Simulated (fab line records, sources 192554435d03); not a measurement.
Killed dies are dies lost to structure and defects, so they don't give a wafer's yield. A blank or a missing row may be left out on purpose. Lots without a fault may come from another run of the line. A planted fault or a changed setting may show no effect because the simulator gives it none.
fab line records | flow n5_finfet
record lots=24 wafers=72 last_day=17
route steps=1938 shown HKMG_FIN@449 GATE_CUT@466
lots that met no fault: from a run of the same line without faults
start_h: hours from the record's first day to the start of the lot's first wafer shown | wait_h: hours since the lot's step before | " the same as in the row above | L1.1+2: a row that stands for several wafers | - no value, or no start given | * or withheld: withheld | < > ~ a bound
route shown NAME@n: a module of which the file shows steps, and the number in the route of the first | usual: mean/standard deviation of fault-free wafers | same: alike in all rows | chamber/n: place in a boat | sites: the reading at each site | _std_site: their standard deviation | _edge_site: outer sites' mean less inner sites' | radius_mm: how far each site lies from the wafer's centre | mask NAME#n: copy n | behind: the tool/chamber that last shaped the wafer | hold: why the lot was held/for how many hours/how that ended | device: the transistor (n, p or np) that didn't switch | end of line: the same wafers' tests at the end of the route | a step without rows: its recipe alone | killed: dies lost to structure and defects at the first sort, not the wafer's yield | map: a wafer's dies, x killed, . not, _ none there
set.NAME: the setting as run; set.NAME@STEP: as run at that earlier step | model.NAME: the simulator's own value behind a step, which no gauge read
steps of the route over a sample of lots; a table a step, a row a wafer
services: from which hour (start_h, from the record's first day; less than 0 if before it) a tool's chamber was out of use, for how many hours, and why
## steps
# step N5_HKMG_FIN_ALD_71
# recipe material=TiN target_thk_a=10 temp_c=400 ald_precursor_family=TiCl4 ald_co_reactant=NH3 pulse_time_s=1 purge_time_s=3 co_reactant_purge_time_s=2 co_reactant_pulse_time_s=2 ald_cycles=47 pressure_torr=3
# usual heater_power_w=823/97 precursor_pulse_height_rel=1.001/0.02
# columns lot.wafer tool chamber start_h wait_h heater_power_w precursor_pulse_height_rel
L074.2 ald_metal-02 1 80.29 0.0 716 1.029
L074.3 " 0 " " 750 1.009
L074.5 " 0 " " 759 0.991
L075.1 ald_metal-03 1 83.01 0.0 1037 0.992
L075.3 " 2 " " 657 0.991
L075.5 " 1 " " 1032 1.017
L076.1 ald_metal-01 3 88.00 0.0 797 1.001
L076.3 " 0 " " 834 0.992
L076.5 " 1 " " 762 0.986
L077.1 ald_metal-03 3 95.39 0.0 949 1.012
L077.3 " 0 " " 851 1.020
L077.6 " 2 " " 662 1.016
L078.1 ald_metal-01 3 104.76 0.0 809 0.980
L078.3 " 0 " " 808 0.977
L078.6 " 2 " " 769 1.001
L079.1 ald_metal-01 3 110.15 0.0 791 1.010
L079.3 " 2 " " 785 1.003
L079.6 " 0 " " 817 1.036
L080.1 ald_metal-03 2 117.20 0.0 666 0.980
L080.3 " 3 " " 924 0.975
L080.5 " 1 " " 1029 0.999
L081.2 ald_metal-02 1 119.96 0.0 726 1.006
L081.3 " 0 " " 752 0.999
L081.5 " 3 " " 919 0.999
L082.1 ald_metal-01 3 129.39 0.0 784 1.041
L082.2 " 0 " " 836 1.017
L082.3 " 1 " " 771 0.989
L083.2 ald_metal-03 2 134.11 0.0 653 1.009
L083.4 " 3 " " 944 1.030
L083.5 " 0 " " 862 0.984
L084.2 ald_metal-01 2 136.28 0.0 785 1.000
L084.3 " 1 " " 766 0.977
L084.5 " 2 " " 767 0.982
L085.3 ald_metal-03 1 144.13 0.0 1047 0.985
L085.4 " 2 " " 656 1.005
L085.6 " 2 " " 662 1.033
L086.1 ald_metal-02 0 148.80 0.0 764 0.978
L086.3 " 3 " " 918 0.977
L086.4 " 1 " " 724 0.998
L087.1 ald_metal-01 2 154.23 0.0 761 1.000
L087.3 " 3 " " 806 1.010
L087.6 " 0 " " 830 0.973
L088.1 ald_metal-01 2 160.43 0.0 775 1.018
L088.3 " 1 " " 774 1.015
L088.5 " 2 " " 779 1.002
L089.4 ald_metal-02 1 167.70 0.0 721 1.022
L089.5 " 0 " " 750 0.965
L089.6 " 3 " " 911 0.986
L090.1 ald_metal-02 2 172.25 0.0 851 1.026
L090.2 " 3 " " 915 0.993
L090.5 " 1 " " 724 0.987
L091.2 ald_metal-02 0 179.80 0.0 727 0.995
L091.3 " 2 " " 849 1.037
L091.4 " 1 " " 712 0.958
L092.2 ald_metal-01 0 185.38 0.0 820 0.990
L092.5 " 1 " " 757 1.017
L092.6 " 2 " " 761 0.982
L093.2 ald_metal-01 0 194.02 0.0 829 1.005
L093.4 " 1 " " 788 1.001
L093.5 " 1 " " 775 1.011
L094.1 ald_metal-02 3 198.48 0.0 937 1.012
L094.4 " 1 " " 731 0.986
L094.6 " 1 " " 721 1.015
L095.1 ald_metal-03 1 201.95 0.0 1041 1.006
L095.3 " 3 " " 954 1.000
L095.4 " 2 " " 645 1.005
L096.1 ald_metal-03 0 215.54 0.0 864 0.997
L096.3 " 1 " " 1036 1.028
L096.4 " 3 " " 941 1.014
L097.2 ald_metal-02 0 221.95 0.0 764 0.972
L097.5 " 3 " " 926 0.983
L097.6 " 0 " " 751 1.017
# step N5_HKMG_FIN_ETCHBACK_68
# recipe chemistry=Cl2/Ar stop_on=HfO2 target_depth_a=5 pressure_mtorr=10 icp_w=600 bias_w=60 Cl2_flow_sccm=40 Ar_flow_sccm=60
# usual drypump_motor_current_A=5.8/0.38 mfc_cl2_sccm=39.98/0.094 oes_product_au=0.78/0.11 throttle_valve_pct=20.67/0.21
# columns lot.wafer tool chamber start_h wait_h drypump_motor_current_A mfc_cl2_sccm oes_product_au rf_hours_counter_h throttle_valve_pct
L074.2 rie_metal-03 0 80.84 0.0 5.3 39.81 0.89 9 20.47
L074.3 " 1 " " 5.7 39.93 0.65 - 21.04
L074.5 " 0 " " 5.3 39.98 0.89 - 20.49
L075.1 rie_metal-02 1 83.60 0.0 5.8 40.11 0.88 5 20.62
L075.3 " 1 " " 5.8 40.01 0.87 - 20.60
L075.5 " 1 " " 5.8 39.87 0.88 - 20.61
L076.1 rie_metal-02 1 88.55 0.0 5.8 40.01 0.86 6 20.63
L076.3 " 1 " " 5.8 40.01 0.86 - 20.62
L076.5 " 0 " " 6.6 40.07 0.85 - 20.43
L077.1 rie_metal-02 1 95.94 0.0 5.8 39.93 0.87 6 20.60
L077.3 " 0 " " 6.6 40.06 0.85 - 20.44
L077.6 " 1 " " 5.8 39.99 0.88 - 20.61
L078.1 rie_metal-01 0 105.56 0.0 5.9 39.96 0.76 42 20.65
L078.3 " 0 " " 5.9 39.96 0.76 - 20.66
L078.6 " 0 " " 5.9 40.08 0.77 - 20.66
L079.1 rie_metal-01 1 110.73 0.0 5.6 39.96 0.58 137 20.78
L079.3 " 1 " " 5.6 39.89 0.58 - 20.79
L079.6 " 1 " " 5.6 39.99 0.57 - 20.78
L080.1 rie_metal-02 0 117.75 0.0 6.6 40.03 0.84 17 20.46
L080.3 " 1 " " 5.8 39.89 0.85 - 20.62
L080.5 " 0 " " 6.6 39.91 0.85 - 20.45
L081.2 rie_metal-01 1 120.52 0.0 5.6 39.99 0.57 138 20.78
L081.3 " 0 " " 5.9 39.89 0.76 - 20.65
L081.5 " 0 " " 5.9 39.78 0.75 - 20.66
L082.1 rie_metal-03 0 130.09 0.0 5.3 39.85 0.87 13 20.50
L082.2 " 1 " " 5.6 40.00 0.63 110 21.06
L082.3 " 1 " " 5.6 39.99 0.63 - 21.06
L083.2 rie_metal-03 1 134.79 0.0 5.6 40.00 0.63 111 21.07
L083.4 " 1 " " 5.6 39.89 0.64 - 21.08
L083.5 " 1 " " 5.6 39.90 0.64 - 21.06
L084.2 rie_metal-03 0 136.84 0.0 5.4 39.99 0.87 14 20.48
L084.3 " 1 " " 5.6 39.97 0.63 - 21.07
L084.5 " 1 " " 5.7 40.04 0.63 - 21.07
L085.3 rie_metal-02 1 144.73 0.1 5.8 39.99 0.84 - 20.61
L085.4 " 0 " " 6.6 39.98 0.83 - 20.45
L085.6 " 0 " " 6.6 39.90 0.84 - 20.46
L086.1 rie_metal-01 1 149.36 0.0 5.5 40.03 0.57 141 20.79
L086.3 " 1 " " 5.5 40.15 0.57 - 20.78
L086.4 " 0 " " 5.9 40.04 0.75 - 20.67
L087.1 rie_metal-03 0 154.78 0.0 5.4 39.98 0.86 15 20.49
L087.3 " 0 " " 5.4 39.91 0.86 - 20.48
L087.6 " 1 " " 5.6 39.99 0.63 - 21.08
L088.1 rie_metal-01 0 161.09 0.0 5.9 40.16 0.75 48 20.67
L088.3 " 0 " " 5.9 40.05 0.74 - 20.67
L088.5 " 0 " " 5.9 39.95 0.75 - 20.67
L089.4 rie_metal-02 1 168.29 0.1 5.8 40.01 0.84 - 20.63
L089.5 " 0 " " 6.6 39.79 0.83 - 20.46
L089.6 " 1 " " 5.7 40.09 0.83 - 20.62
L090.1 rie_metal-03 0 172.82 0.0 5.3 40.02 0.85 17 20.51
L090.2 " 1 " " 5.6 40.07 0.60 114 21.13
L090.5 " 1 " " 5.6 39.94 0.63 - 21.07
L091.2 rie_metal-01 0 180.36 0.0 5.9 39.76 0.74 51 20.70
L091.3 " 0 " " 5.9 39.95 0.74 - 20.67
L091.4 " 1 " " 5.6 39.90 0.96 - 20.56
L092.2 rie_metal-01 0 185.94 0.0 5.9 40.11 0.74 52 20.67
L092.5 " 0 " " 5.9 39.98 0.74 - 20.69
L092.6 " 1 " " 5.6 40.12 0.94 - 20.54
L093.2 rie_metal-03 0 194.63 0.0 5.3 40.07 0.86 19 20.50
L093.4 " 0 " " 5.4 40.15 0.84 - 20.51
L093.5 " 1 " " 5.6 40.05 0.63 - 21.08
L094.1 rie_metal-01 0 199.05 0.0 5.9 40.05 0.74 53 20.68
L094.4 " 0 " " 5.9 39.88 0.74 - 20.67
L094.6 " 1 " " 5.6 40.02 0.92 - 20.54
L095.1 rie_metal-03 0 202.63 0.0 5.3 39.93 0.85 19 20.49
L095.3 " 0 " " 5.3 39.83 0.85 - 20.50
L095.4 " 1 " " 5.7 40.10 0.63 - 21.07
L096.1 rie_metal-02 0 216.20 0.0 6.6 39.85 0.81 27 20.47
L096.3 " 0 " " 6.6 39.87 0.80 - 20.46
L096.4 " 1 " " 5.8 40.01 0.81 - 20.65
L097.2 rie_metal-01 0 222.50 0.0 5.9 39.91 0.73 55 20.69
L097.5 " 0 " " 5.9 40.06 0.72 - 20.70
L097.6 " 1 " " 5.6 40.12 0.92 - 20.55
# step N5_HKMG_FIN_ALD_72
# recipe material=W target_thk_a=20 temp_c=300 pressure_torr=7.5 ald_precursor_family=WF6 ald_co_reactant=B2H6 pulse_time_s=1 purge_time_s=2 co_reactant_purge_time_s=2 co_reactant_pulse_time_s=3 ald_cycles=7
# usual heater_power_w=513/54 precursor_pulse_height_rel=1.001/0.022
# columns lot.wafer tool chamber start_h wait_h heater_power_w precursor_pulse_height_rel
L074.2 cvd_w-02 0 81.73 0.2 566 1.014
L074.3 " 0 " " 565 1.023
L074.5 " 1 " " 577 1.044
L075.1 cvd_w-01 1 84.49 0.2 535 1.005
L075.3 " 1 " " 532 0.999
L075.5 " 1 " " 526 0.980
L076.1 cvd_w-02 0 89.44 0.2 569 0.971
L076.3 " 1 " " 571 1.010
L076.5 " 0 " " 557 1.021
L077.1 cvd_w-01 0 96.83 0.2 434 1.010
L077.3 " 1 " " 522 1.035
L077.6 " 0 " " 429 0.996
L078.1 cvd_w-01 0 106.46 0.2 454 1.011
L078.3 " 1 " " 524 0.982
L078.6 " 0 " " 445 1.018
L079.1 cvd_w-01 1 111.62 0.2 528 0.948
L079.3 " 1 " " 523 0.996
L079.6 " 0 " " 444 1.002
L080.1 cvd_w-02 1 118.65 0.2 573 1.018
L080.3 " 1 " " 570 1.009
L080.5 " 0 " " 566 1.006
L081.2 cvd_w-01 1 121.41 0.2 533 1.023
L081.3 " 1 " " 537 1.025
L081.5 " 0 " " 456 1.028
L082.1 cvd_w-01 0 130.98 0.2 441 1.011
L082.2 " 0 " " 437 1.033
L082.3 " 0 " " 438 0.994
L083.2 cvd_w-01 0 135.92 0.2 445 1.004
L083.4 " 0 " " 445 0.989
L083.5 " 1 " " 534 1.010
L084.2 cvd_w-02 1 137.84 0.2 575 1.032
L084.3 " 0 " " 580 1.019
L084.5 " 1 " " 581 0.968
L085.3 cvd_w-01 1 145.60 0.2 534 0.971
L085.4 " 0 " " 451 1.019
L085.6 " 1 " " 542 1.007
L086.1 cvd_w-02 1 150.25 0.2 583 1.025
L086.3 " 1 " " 576 0.994
L086.4 " 0 " " 561 1.040
L087.1 cvd_w-02 0 155.67 0.2 572 0.989
L087.3 " 1 " " 581 1.039
L087.6 " 1 " " 590 0.990
L088.1 cvd_w-01 0 162.10 0.2 436 0.989
L088.3 " 0 " " 442 0.990
L088.5 " 1 " " 536 0.977
L089.4 cvd_w-01 0 169.16 0.2 441 1.010
L089.5 " 1 " " 523 1.005
L089.6 " 0 " " 441 1.001
L090.1 cvd_w-01 1 173.71 0.2 525 1.005
L090.2 " 0 " " 449 0.987
L090.5 " 1 " " 527 0.951
L091.2 cvd_w-01 1 181.25 0.2 528 0.963
L091.3 " 0 " " 440 1.019
L091.4 " 1 " " 516 1.003
L092.2 cvd_w-01 0 186.82 0.2 439 1.016
L092.5 " 1 " " 527 1.019
L092.6 " 0 " " 451 1.027
L093.2 cvd_w-01 0 195.56 0.2 448 1.010
L093.4 " 1 " " 532 1.015
L093.5 " 1 " " 528 0.991
L094.1 cvd_w-01 0 199.93 0.2 446 1.023
L094.4 " 0 " " 450 0.978
L094.6 " 0 " " 452 1.005
L095.1 cvd_w-01 0 203.52 0.2 446 0.949
L095.3 " 1 " " 540 1.014
L095.4 " 0 " " 441 0.985
L096.1 cvd_w-02 1 217.09 0.2 576 1.014
L096.3 " 0 " " 561 0.970
L096.4 " 1 " " 573 1.032
L097.2 cvd_w-02 1 223.56 0.3 581 0.950
L097.5 " 1 " " 576 0.991
L097.6 " 0 " " 572 1.024
# step N5_GATE_CUT_ETCH_56
# recipe chemistry=Cl2/Ar target=TiN target_depth_a=216 pressure_mtorr=10 icp_w=600 bias_w=60 Cl2_flow_sccm=40 Ar_flow_sccm=60
# usual drypump_motor_current_A=5.9/0.44 mfc_cl2_sccm=39.98/0.12 oes_product_au=0.79/0.1 throttle_valve_pct=20.64/0.21
# columns lot.wafer tool chamber start_h wait_h drypump_motor_current_A mfc_cl2_sccm oes_product_au rf_hours_counter_h throttle_valve_pct
L074.2 rie_metal-03 1 82.77 0.1 5.6 40.00 0.66 106 21.03
L074.3 " 1 " " 5.6 39.84 0.65 - 21.04
L074.5 " 1 " " 5.6 39.90 0.66 - 21.05
L075.1 rie_metal-03 0 85.57 0.1 5.3 40.17 0.89 9 20.46
L075.3 " 0 " " 5.4 40.24 0.90 - 20.48
L075.5 " 0 " " 5.4 40.10 0.89 - 20.48
L076.1 rie_metal-01 1 90.54 0.1 5.5 39.92 0.59 135 20.76
L076.3 " 1 " " 5.5 39.94 0.58 - 20.78
L076.5 " 0 " " 5.8 39.94 0.78 - 20.62
L077.1 rie_metal-02 1 97.90 0.1 5.8 40.15 0.87 7 20.61
L077.3 " 0 " " 6.6 39.91 0.86 - 20.42
L077.6 " 1 " " 5.8 40.01 0.85 - 20.61
L078.1 rie_metal-03 0 107.49 0.1 5.3 40.20 0.87 11 20.49
L078.3 " 1 " " 5.7 40.03 0.64 - 21.03
L078.6 " 0 " " 5.3 39.79 0.88 - 20.48
L079.1 rie_metal-02 1 112.72 0.1 5.8 40.08 0.87 8 20.62
L079.3 " 1 " " 5.8 39.88 0.86 - 20.61
L079.6 " 0 " " 6.6 39.88 0.85 - 20.44
L080.1 rie_metal-03 1 119.77 0.1 5.6 40.12 0.64 109 21.06
L080.3 " 1 " " 5.7 40.13 0.65 - 21.07
L080.5 " 0 " " 5.3 39.95 0.89 - 20.47
L081.2 rie_metal-02 0 122.44 0.1 6.6 40.25 0.85 18 20.45
L081.3 " 0 " " 6.6 40.05 0.86 - 20.43
L081.5 " 1 " " 5.8 39.75 0.87 - 20.62
L082.1 rie_metal-01 1 132.10 0.1 5.6 39.79 0.57 140 20.78
L082.2 " 0 " " 5.9 40.04 0.76 46 20.66
L082.3 " 0 " " 5.9 40.16 0.77 - 20.66
L083.2 rie_metal-02 0 136.95 0.1 6.6 39.93 0.83 19 20.44
L083.4 " 0 " " 6.6 40.04 0.83 - 20.45
L083.5 " 0 " " 6.6 40.04 0.84 - 20.44
L084.2 rie_metal-02 0 138.90 0.1 6.6 40.07 0.84 19 20.43
L084.3 " 1 " " 5.8 39.77 0.84 - 20.61
L084.5 " 1 " " 5.8 39.93 0.84 - 20.62
L085.3 rie_metal-02 0 146.67 0.1 6.6 39.89 0.84 - 20.45
L085.4 " 1 " " 5.8 39.96 0.84 - 20.64
L085.6 " 1 " " 5.8 39.85 0.84 - 20.63
L086.1 rie_metal-01 1 151.28 0.1 5.6 39.96 0.56 142 20.79
L086.3 " 0 " " 5.8 39.99 0.76 - 20.66
L086.4 " 1 " " 5.5 40.05 0.56 - 20.79
L087.1 rie_metal-03 1 156.71 0.1 5.6 39.98 0.64 113 21.05
L087.3 " 1 " " 5.6 40.06 0.64 - 21.05
L087.6 " 0 " " 5.3 39.98 0.87 - 20.49
L088.1 rie_metal-03 0 163.13 0.1 5.3 39.88 0.86 16 20.51
L088.3 " 0 " " 5.3 39.85 0.86 - 20.50
L088.5 " 0 " " 5.3 39.78 0.86 - 20.50
L089.4 rie_metal-02 0 170.21 0.1 6.6 39.89 0.83 - 20.44
L089.5 " 0 " " 6.6 39.84 0.83 - 20.44
L089.6 " 1 " " 5.8 39.96 0.83 - 20.64
L090.1 rie_metal-03 1 174.74 0.1 5.6 40.06 0.64 115 21.07
L090.2 " 0 " " 5.4 39.96 0.86 18 20.49
L090.5 " 1 " " 5.6 40.16 0.64 - 21.06
L091.2 rie_metal-02 1 182.50 0.1 5.8 39.89 0.83 14 20.63
L091.3 " 0 " " 6.6 40.18 0.82 - 20.46
L091.4 " 1 " " 5.8 40.01 0.83 - 20.63
L092.2 rie_metal-01 0 187.86 0.1 5.8 40.02 0.75 52 20.67
L092.5 " 1 " " 5.6 39.86 0.96 - 20.52
L092.6 " 0 " " 5.8 40.29 0.75 - 20.67
L093.2 rie_metal-02 0 196.60 0.1 6.6 40.08 0.81 26 20.46
L093.4 " 0 " " 6.6 40.01 0.81 - 20.45
L093.5 " 0 " " 6.6 39.99 0.81 - 20.48
L094.1 rie_metal-02 0 201.13 0.1 6.6 40.13 0.81 26 20.48
L094.4 " 0 " " 6.6 40.05 0.81 - 20.47
L094.6 " 1 " " 5.8 40.25 0.81 - 20.65
L095.1 rie_metal-03 1 204.55 0.1 5.6 39.81 0.63 117 21.06
L095.3 " 0 " " 5.4 39.82 0.85 - 20.49
L095.4 " 1 " " 5.6 39.85 0.63 - 21.07
L096.1 rie_metal-01 0 218.13 0.1 5.9 39.82 0.74 55 20.69
L096.3 " 0 " " 5.9 39.86 0.74 - 20.66
L096.4 " 1 " " 5.6 39.89 0.93 - 20.55
L097.2 rie_metal-02 1 224.76 0.1 5.8 39.85 0.81 19 20.65
L097.5 " 0 " " 6.6 40.05 0.80 - 20.47
L097.6 " 1 " " 5.8 40.19 0.80 - 20.63
# step N5_GATE_CUT_CD_MEAS_13
# recipe target_cd_nm=20 landing_energy_ev=500 detector=se_inlens
# usual cd_nm=19.80/0.23
# same landing_energy_ev=500
# columns lot.wafer tool chamber start_h wait_h cd_nm
L074.2 cd_sem-03 0 86.22 - 19.59
L074.3 " 0 " " 19.80
L074.5 " 0 " " 19.50
L075.1 cd_sem-02 0 89.00 - 19.34
L075.3 " 0 " " 19.71
L075.5 " 0 " " 20.18
L076.1 cd_sem-01 0 94.50 - 19.87
L076.3 " 0 " " 20.18
L076.5 " 0 " " 20.41
L077.1 cd_sem-03 0 101.32 - 19.81
L077.3 " 0 " " 19.63
L077.6 " 0 " " 19.88
L078.1 cd_sem-02 0 111.38 - 19.85
L078.3 " 0 " " 20.12
L078.6 " 0 " " 20.07
L079.1 cd_sem-03 0 116.31 - 19.61
L079.3 " 0 " " 20.04
L079.6 " 0 " " 19.65
L080.1 cd_sem-03 0 123.46 - 19.82
L080.3 " 0 " " 19.76
L080.5 " 0 " " 19.91
L081.2 cd_sem-01 0 125.87 - 20.02
L081.3 " 0 " " 19.46
L081.5 " 0 " " 19.69
L082.1 cd_sem-03 0 135.67 - 19.49
L082.2 " 0 " " 19.49
L082.3 " 0 " " 19.77
L083.2 cd_sem-02 0 140.50 - 19.76
L083.4 " 0 " " 19.90
L083.5 " 0 " " 19.52
L084.2 cd_sem-01 0 142.33 - 19.79
L084.3 " 0 " " 20.03
L084.5 " 0 " " 19.83
L085.3 cd_sem-01 0 150.24 - 19.77
L085.4 " 0 " " 19.80
L085.6 " 0 " " 19.30
L086.1 cd_sem-03 0 155.22 - 19.60
L086.3 " 0 " " 19.60
L086.4 " 0 " " 19.38
L087.1 cd_sem-02 0 160.59 - 19.95
L087.3 " 0 " " 19.85
L087.6 " 0 " " 19.92
L088.1 cd_sem-03 0 166.75 - 19.63
L088.3 " 0 " " 20.00
L088.5 " 0 " " 20.13
L089.4 cd_sem-02 0 173.73 - 19.67
L089.5 " 0 " " 19.77
L089.6 " 0 " " 19.56
L090.1 cd_sem-02 0 178.29 - 19.80
L090.2 " 0 " " 19.98
L090.5 " 0 " " 19.98
L091.2 cd_sem-02 0 185.97 - 19.90
L091.3 " 0 " " 19.99
L091.4 " 0 " " 19.91
L092.2 cd_sem-02 0 191.42 - 19.42
L092.5 " 0 " " 20.06
L092.6 " 0 " " 19.81
L093.2 cd_sem-03 0 200.02 - 19.79
L093.4 " 0 " " 19.34
L093.5 " 0 " " 19.62
L094.1 cd_sem-02 0 204.84 - 20.08
L094.4 " 0 " " 19.70
L094.6 " 0 " " 19.65
L095.1 cd_sem-03 0 208.05 - 19.61
L095.3 " 0 " " 19.86
L095.4 " 0 " " 19.98
L096.1 cd_sem-01 0 221.60 - 19.89
L096.3 " 0 " " 20.29
L096.4 " 0 " " 20.31
L097.2 cd_sem-02 0 228.36 - 19.59
L097.5 " 0 " " 19.82
L097.6 " 0 " " 19.73
# step N5_GATE_CUT_INSPECT_15
# recipe mode=adi inspect_instrument=brightfield
# usual raw_defect_count=144/45
# columns lot.wafer tool chamber start_h wait_h raw_defect_count
L074.2 defect_inspect-01 - 86.31 0.0 74
L074.3 " - " " 99
L074.5 " - " " 134
L075.1 defect_inspect-01 - 89.09 0.1 68
L075.3 " - " " 109
L075.5 " - " " 109
L076.1 defect_inspect-02 - 94.59 0.1 135
L076.3 " - " " 99
L076.5 " - " " 157
L077.1 defect_inspect-02 - 101.41 0.1 122
L077.3 " - " " 145
L077.6 " - " " 81
L078.1 defect_inspect-02 - 111.47 0.1 132
L078.3 " - " " 102
L078.6 " - " " 156
L079.1 defect_inspect-01 - 116.39 0.1 88
L079.3 " - " " 122
L079.6 " - " " 152
L080.1 defect_inspect-01 - 123.56 0.1 151
L080.3 " - " " 115
L080.5 " - " " 172
L081.2 defect_inspect-01 - 125.95 0.0 172
L081.3 " - " " 205
L081.5 " - " " 120
L082.1 defect_inspect-01 - 135.75 0.1 224
L082.2 " - " " 176
L082.3 " - " " 142
L083.2 defect_inspect-01 - 140.59 0.0 109
L083.4 " - " " 182
L083.5 " - " " 166
L084.2 defect_inspect-01 - 142.41 0.0 206
L084.3 " - " " 232
L084.5 " - " " 225
L085.3 defect_inspect-01 - 150.32 0.0 235
L085.4 " - " " 245
L085.6 " - " " 281
L086.1 defect_inspect-02 - 155.31 0.1 152
L086.3 " - " " 123
L086.4 " - " " 111
L087.1 defect_inspect-02 - 160.68 0.1 180
L087.3 " - " " 138
L087.6 " - " " 106
L088.1 defect_inspect-01 - 166.84 0.1 189
L088.3 " - " " 110
L088.5 " - " " 142
L089.4 defect_inspect-02 - 173.82 0.0 145
L089.5 " - " " 169
L089.6 " - " " 146
L090.1 defect_inspect-02 - 178.38 0.1 71
L090.2 " - " " 118
L090.5 " - " " 185
L091.2 defect_inspect-01 - 186.05 0.0 105
L091.3 " - " " 106
L091.4 " - " " 144
L092.2 defect_inspect-01 - 191.51 0.0 118
L092.5 " - " " 228
L092.6 " - " " 157
L093.2 defect_inspect-01 - 200.11 0.0 110
L093.4 " - " " 136
L093.5 " - " " 150
L094.1 defect_inspect-02 - 204.92 0.1 94
L094.4 " - " " 76
L094.6 " - " " 93
L095.1 defect_inspect-02 - 208.14 0.1 145
L095.3 " - " " 125
L095.4 " - " " 105
L096.1 defect_inspect-01 - 221.69 0.1 60
L096.3 " - " " 69
L096.4 " - " " 155
L097.2 defect_inspect-01 - 228.45 0.0 131
L097.5 " - " " 179
L097.6 " - " " 166
## services
# columns tool chamber start_h hours kind
cvd_w-01 - 85.33 6.9 pm
ald_metal-03 2 90.92 1.9 repair
cvd_w-01 1 127.31 4.5 repair
rie_metal-01 1 155.69 - clean
rie_metal-01 1 155.69 22.2 scheduled_down
rie_metal-01 1 155.69 22.2 vent_cycle
rie_metal-02 - 156.51 1.4 pm
ald_metal-02 - 185.64 8.7 pm
cvd_w-01 - 222.95 1.1 repair
## key
fault none
